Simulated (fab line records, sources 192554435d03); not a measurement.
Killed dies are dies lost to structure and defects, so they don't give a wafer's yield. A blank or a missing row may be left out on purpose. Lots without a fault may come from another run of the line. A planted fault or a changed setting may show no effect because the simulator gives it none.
Which tool did it? | flow n5_finfet | 24 lots, 72 wafers sampled, at 3 steps of a route of 1938

WHAT THE GAUGES READ, wafer by wafer
N5_BEOL_M14_CD_MEAS_28: target cd 284.4 nm.
lot  | measured     | on        | cd_nm (nm)
L074 | day 12 22:05 | cd_sem-02 | 283.0 283.6 284.1
L076 | day 13 10:33 | cd_sem-02 | 283.6 283.5 282.0
L077 | day 14 03:46 | cd_sem-02 | 283.8 285.9 284.7
L075 | day 14 04:13 | cd_sem-02 | 286.0 285.5 285.1
L078 | day 14 13:52 | cd_sem-02 | 281.8 285.2 283.1
L079 | day 14 15:17 | cd_sem-03 | 284.9 280.9 283.7
L080 | day 14 23:53 | cd_sem-02 | 285.6 286.4 283.2
L081 | day 15 10:16 | cd_sem-01 | 284.1 285.6 287.2
L084 | day 15 14:37 | cd_sem-03 | 285.7 286.4 282.7
L082 | day 15 16:11 | cd_sem-01 | 285.5 282.6 281.4
L083 | day 15 19:14 | cd_sem-03 | 284.9 286.4 285.2
L087 | day 16 05:59 | cd_sem-01 | 288.0 287.1 287.0
L085 | day 16 12:55 | cd_sem-01 | 284.1 283.1 284.3
L086 | day 17 02:57 | cd_sem-03 | 282.9 284.9 283.9
L090 | day 17 10:55 | cd_sem-03 | 283.0 283.4 284.2
L089 | day 17 17:05 | cd_sem-03 | 283.6 283.5 282.2
L088 | day 17 19:19 | cd_sem-02 | 287.5 283.4 286.8
L092 | day 18 03:54 | cd_sem-03 | 282.0 286.5 286.0
L091 | day 18 06:10 | cd_sem-02 | 285.5 283.2 287.1
L093 | day 18 12:12 | cd_sem-03 | 284.2 282.4 284.4
L095 | day 18 19:56 | cd_sem-02 | 286.9 286.0 284.6
L094 | day 19 01:17 | cd_sem-03 | 285.2 281.8 285.4
L096 | day 19 02:43 | cd_sem-01 | 284.7 282.4 283.6
L097 | day 19 06:46 | cd_sem-01 | 286.0 283.9 282.5

WHICH TOOL RAN EACH LOT (tool, then ch and the chambers of the sampled wafers, then the start)
lot  | N5_BEOL_M13_SPUTTER_44       | N5_BEOL_M14_STRIP_63
L074 | pvd_sputter-03, day 12 19:24 | rie_diel-04 ch 2,3, day 12 22:05 or earlier
L076 | pvd_sputter-02, day 13 08:01 | rie_diel-04 ch 0,1,3, day 13 10:33 or earlier
L077 | pvd_sputter-01, day 14 00:50 | rie_diel-04 ch 1,2,3, day 14 03:46 or earlier
L075 | pvd_sputter-01, day 14 01:15 | rie_diel-01 ch 0,2,3, day 14 04:13 or earlier
L078 | pvd_sputter-01, day 14 11:15 | rie_diel-03 ch 0,1, day 14 13:52 or earlier
L079 | pvd_sputter-03, day 14 12:15 | rie_diel-01 ch 0,1,3, day 14 15:17 or earlier
L080 | pvd_sputter-01, day 14 20:53 | rie_diel-01 ch 0,2,3, day 14 23:53 or earlier
L081 | pvd_sputter-01, day 15 07:39 | rie_diel-01 ch 2,3, day 15 10:16 or earlier
L084 | pvd_sputter-02, day 15 11:59 | rie_diel-01 ch 1,2, day 15 14:37 or earlier
L082 | pvd_sputter-01, day 15 13:14 | rie_diel-01 ch 2,3, day 15 16:11 or earlier
L083 | pvd_sputter-02, day 15 16:38 | rie_diel-01 ch 1,2,3, day 15 19:14 or earlier
L087 | pvd_sputter-01, day 16 03:05 | rie_diel-01 ch 0,1,2, day 16 05:59 or earlier
L085 | pvd_sputter-03, day 16 10:15 | rie_diel-03 ch 0,1,2, day 16 12:55 or earlier
L086 | pvd_sputter-03, day 17 00:04 | rie_diel-04 ch 2,3, day 17 02:57 or earlier
L090 | pvd_sputter-02, day 17 07:55 | rie_diel-03 ch 2,3, day 17 10:55 or earlier
L089 | pvd_sputter-03, day 17 14:07 | rie_diel-03 ch 2,3, day 17 17:05 or earlier
L088 | pvd_sputter-01, day 17 16:19 | rie_diel-03 ch 0,1,2, day 17 19:19 or earlier
L092 | pvd_sputter-01, day 18 01:04 | rie_diel-01 ch 0,2,3, day 18 03:54 or earlier
L091 | pvd_sputter-01, day 18 03:31 | rie_diel-01 ch 0,2,3, day 18 06:10 or earlier
L093 | pvd_sputter-02, day 18 09:28 | rie_diel-04 ch 0,1, day 18 12:12 or earlier
L095 | pvd_sputter-01, day 18 17:19 | rie_diel-01 ch 1,2, day 18 19:56 or earlier
L094 | pvd_sputter-02, day 18 22:33 | rie_diel-03 ch 0,2, day 19 01:17 or earlier
L096 | pvd_sputter-01, day 18 23:29 | rie_diel-03 ch 0,2,3, day 19 02:43 or earlier
L097 | pvd_sputter-03, day 19 03:59 | rie_diel-03 ch 2,3, day 19 06:46 or earlier
- N5_BEOL_M13_SPUTTER_44: material Ta, target thk 10 nm, time 16.13 s.
- N5_BEOL_M14_STRIP_63: strips in O2.

WHAT THE TOOLS THEMSELVES READ (means of the sampled wafers that have a number; where no wafer has one, the mark that the record gives instead)
N5_BEOL_M13_SPUTTER_44.
lot  | tool           | throttle_valve_pct (%)
L074 | pvd_sputter-03 | 29.4
L076 | pvd_sputter-02 | 29.9
L077 | pvd_sputter-01 | 29.4
L075 | pvd_sputter-01 | 29.6
L078 | pvd_sputter-01 | 29.6
L079 | pvd_sputter-03 | 29.9
L080 | pvd_sputter-01 | 29.1
L081 | pvd_sputter-01 | 29.5
L084 | pvd_sputter-02 | 30.0
L082 | pvd_sputter-01 | 29.5
L083 | pvd_sputter-02 | 29.9
L087 | pvd_sputter-01 | 29.1
L085 | pvd_sputter-03 | 29.4
L086 | pvd_sputter-03 | 29.4
L090 | pvd_sputter-02 | 29.9
L089 | pvd_sputter-03 | 29.8
L088 | pvd_sputter-01 | 30.5
L092 | pvd_sputter-01 | 29.2
L091 | pvd_sputter-01 | 30.3
L093 | pvd_sputter-02 | 30.5
L095 | pvd_sputter-01 | 28.5
L094 | pvd_sputter-02 | 29.9
L096 | pvd_sputter-01 | 28.9
L097 | pvd_sputter-03 | 30.0

N5_BEOL_M14_STRIP_63.
lot  | tool        | drypump_motor_current_A (A) | oes_product_au (a.u.) | rf_vpp_V (V) | showerhead_plenum_p_Torr (Torr) | throttle_valve_pct (%)
L074 | rie_diel-04 | 5.3                         | 0.84                  | 3.7          | 2.16                            | 16.5
L076 | rie_diel-04 | 5.9                         | 0.82                  | 3.5          | 2.15                            | 16.6
L077 | rie_diel-04 | 5.7                         | 0.80                  | 3.3          | 2.12                            | 16.6
L075 | rie_diel-01 | 6.3                         | 0.75                  | 3.6          | 2.06                            | 16.9
L078 | rie_diel-03 | 5.5                         | 0.90                  | 2.9          | 2.21                            | 16.4
L079 | rie_diel-01 | 6.0                         | 0.79                  | 4.1          | 2.07                            | 16.7
L080 | rie_diel-01 | 6.3                         | 0.74                  | 3.1          | 2.06                            | 16.9
L081 | rie_diel-01 | 6.2                         | 0.80                  | 3.7          | 2.03                            | 16.7
L084 | rie_diel-01 | 6.3                         | 0.76                  | 4.1          | 2.02                            | 17.0
L082 | rie_diel-01 | 6.2                         | 0.79                  | 4.2          | 2.03                            | 16.7
L083 | rie_diel-01 | 6.1                         | 0.78                  | 3.1          | 2.02                            | 16.8
L087 | rie_diel-01 | 6.3                         | 0.84                  | 3.3          | 2.06                            | 16.9
L085 | rie_diel-03 | 5.4                         | 0.82                  | 3.6          | 2.12                            | 16.4
L086 | rie_diel-04 | 5.3                         | 0.87                  | 3.9          | 2.23                            | 16.4
L090 | rie_diel-03 | 6.1                         | 0.83                  | 3.9          | 2.09                            | 16.4
L089 | rie_diel-03 | 6.1                         | 0.83                  | 3.3          | 2.09                            | 16.4
L088 | rie_diel-03 | 5.4                         | 0.80                  | 4.2          | 2.12                            | 16.4
L092 | rie_diel-01 | 6.3                         | 0.82                  | 3.8          | 2.05                            | 16.8
L091 | rie_diel-01 | 6.3                         | 0.81                  | 3.8          | 2.05                            | 16.8
L093 | rie_diel-04 | 6.1                         | 0.72                  | 3.4          | 2.09                            | 17.0
L095 | rie_diel-01 | 6.0                         | 0.76                  | 3.2          | 2.01                            | 17.0
L094 | rie_diel-03 | 5.4                         | 0.74                  | 3.4          | 2.07                            | 16.6
L096 | rie_diel-03 | 5.8                         | 0.80                  | 2.7          | 2.12                            | 16.5
L097 | rie_diel-03 | 6.1                         | 0.80                  | 3.6          | 2.09                            | 16.4

THE ANSWER, worked out from the rows above alone
Rule: what is usual is taken from the lots themselves. Put in order of their means at a reading, lots are off if they are a third of the lots or fewer, leave a main group of 4 or more, and stand apart from it by a gap of 3 or more times the standard deviation of the main group's means; of several such gaps the widest counts. A main group whose means are all the same, to the digits that the tables above print for the reading, isn't used. A lot without any number at a reading at which 4 lots or more have one is off too. The other lots that the step has rows for count as sound. The gauges are gone through in route order, then the tools' own readings, and for those a lot's mean is taken as printed above. The first step at which some lot is off is used, and at that step the reading that is off furthest; a lot without a number counts as furthest.
No lot is off at any reading shown: from this, nothing can be told.

WHAT THE SIMULATOR HAD PUT IN
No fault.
